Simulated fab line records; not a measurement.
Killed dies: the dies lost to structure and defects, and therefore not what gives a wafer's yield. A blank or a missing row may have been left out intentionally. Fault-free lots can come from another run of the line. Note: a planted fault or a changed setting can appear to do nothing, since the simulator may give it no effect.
Matching of chambers | flow n5Finfet | N5_FIN_SAQP_DESCUM_21 on rieDiel-02 has 4 sister chambers
The step chemistry O2, time 7.9 s. 4 wafers are shown with their chamber, then 9 later ones without.

== WAFERS WITH THEIR CHAMBER ==
wafer  | chamber | showerheadPlenumPTorr (Torr)
L091.2 | 2       | 2.20
L091.3 | 0       | 2.00
L093.4 | 1       | 2.18
L093.5 | 3       | 2.02

== WAFERS WITH NO CHAMBER GIVEN ==
wafer  | showerheadPlenumPTorr (Torr)
L094.1 | 2.01
L094.5 | 2.18
L094.6 | 2.00
L096.3 | 2.18
L096.4 | 2.20
L096.6 | 2.01
L097.3 | 2.19
L097.4 | 2.01
L097.5 | 2.01

== EACH ONE'S CHAMBER ==
wafer  | from the rows above     | in truth
L094.1 | can't be placed: 0 or 3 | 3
L094.5 | 1                       | 1
L094.6 | 0                       | 0
L096.3 | 1                       | 1
L096.4 | 2                       | 2
L096.6 | can't be placed: 0 or 3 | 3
L097.3 | can't be placed: 1 or 2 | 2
L097.4 | can't be placed: 0 or 3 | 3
L097.5 | can't be placed: 0 or 3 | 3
Placed correctly: 4 of 9. Cannot be placed on the basis of these rows: 5; the candidates contain the true chamber in 5. Placed wrongly: 0.
How it was worked out, from the rows above alone: a wafer's distance from a chamber is the root of the sum, over the readings, of the square of ((its reading less the chamber's mean) divided by the reading's scatter). If the next closest chamber is less than 2 further off than the closest, the wafer can't be placed; otherwise it belongs to the closest. For every chamber, the mean is computed from those of its wafers that are shown. The scatter: with one shown wafer a chamber, the root of the mean of the squares of how far each hidden wafer lies from its nearest shown one.
